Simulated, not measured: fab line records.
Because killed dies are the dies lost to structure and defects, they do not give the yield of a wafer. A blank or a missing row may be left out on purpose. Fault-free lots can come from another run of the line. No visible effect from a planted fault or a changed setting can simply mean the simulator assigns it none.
A struck lot beside a sound one	flow nand harc	14 steps out of a route of 1302
Sound: the wafers L775.1, L775.2, L775.4. Struck: wafers L785.1, L785.6. (L785.5 of the same lot was not struck and is left out.) The cause comes at the end.
Each step with rows lists, per side, the tool, then ch with its chambers, then its first start. Under that, the readings that differ: sound wafers	struck wafers	difference of the means	sigmas: that difference in standard deviations of wafers without a fault.
alike: readings with means less than 2 such deviations apart, plus words and numbers identical on both sides. not compared: withheld readings, readings lacking a value on some wafer, bounds such as >300 that could conceal the same value, and numbers that have no deviation in the record and whose values overlap.
Wherever a step has rows on one side only, a row that says differs or no value, or a row with sigmas, the two part there. When numbers do not overlap yet have no deviation, they are printed without sigmas and do not part them. A reading missing from all wafers of one side parts the sides only when that side holds two or more wafers.

NHARC_A_BLC_PVD_32: deposits Ti, target thk 5 nm, time 17.7 s.
  sound on pvd sputter-03; struck on pvd sputter-01
  alike: throttle valve pct
NHARC_A_BLC_ALD_23: deposits TiN, target thk 3 nm, pulse time 1 s, ald cycles 150.
  sound on ald metal-02 ch 0,1,3, day 23 19:32; struck on ald metal-04 ch 0,3, day 27 10:07
  alike: heater power w, precursor pulse height rel
NHARC_A_BLC_CVD_24: deposits W, target thk 150 nm, time 434 s.
  sound on cvd w-02 ch 0,1; struck on cvd w-01 ch 1
  alike: heater power w, mfc ar sccm, throttle valve pct
NHARC_A_BLC_CMP_25: polishes, t overpolish 30 s, target thk 150 nm.
  sound on cmp-01 ch 1,2,3, day 23 20:17; struck on cmp-01 ch 0, day 27 10:47
  alike: motor current A, overpolish run s, time to endpoint s
after that, 1 step had no rows for these wafers: NHARC_A_BLC_SRD_27.
NHARC_A_BLC_INSPECT_28:
  struck on defect inspect-02, day 27 11:11; sound on defect inspect-01, day 23 20:41
  alike: raw defect count
then, 5 steps without rows for these wafers: NHARC_A_M0_DEP_00 (deposits SiOC, target thk 150 nm); NHARC_A_M0_DEHYDRATE_01 (time 120 s); NHARC_A_M0_HMDS_02 (time 30 s); NHARC_A_M0_COAT_33 (time 65 s); NHARC_A_M0_COAT_03 (resist thk 90 nm).
NHARC_A_M0_SOFTBAKE_04: time 55 s.
  sound on litho track-06 ch 0, day 23 21:00; struck on litho track-06 ch 0, day 27 11:00
reading	sound	struck	difference	sigmas
heater power total W (W)	188.41 188.47 188.38	323.09 322.99	+134.62	+99 or more
after that, 1 step had no rows for these wafers: NHARC_A_M0_EBR_05.
NHARC_END_SORT_01:
  sound on prober-01 ch 0, day 25 11:32; struck on prober-01 ch 0, day 29 04:03
  alike: defect limited yield, killed at array, killed at other, killed at periphery, killed dies, killed open, killed short

== WHERE THEY PART ==
Only at NHARC_A_M0_SOFTBAKE_04, within this record. Later steps at which nothing parts them and some readings are alike: NHARC_END_SORT_01.

WHY: whatever the simulator had introduced
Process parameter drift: litho track-06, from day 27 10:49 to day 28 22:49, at NHARC_A_M0_SOFTBAKE_04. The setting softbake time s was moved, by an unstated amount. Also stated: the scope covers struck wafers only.
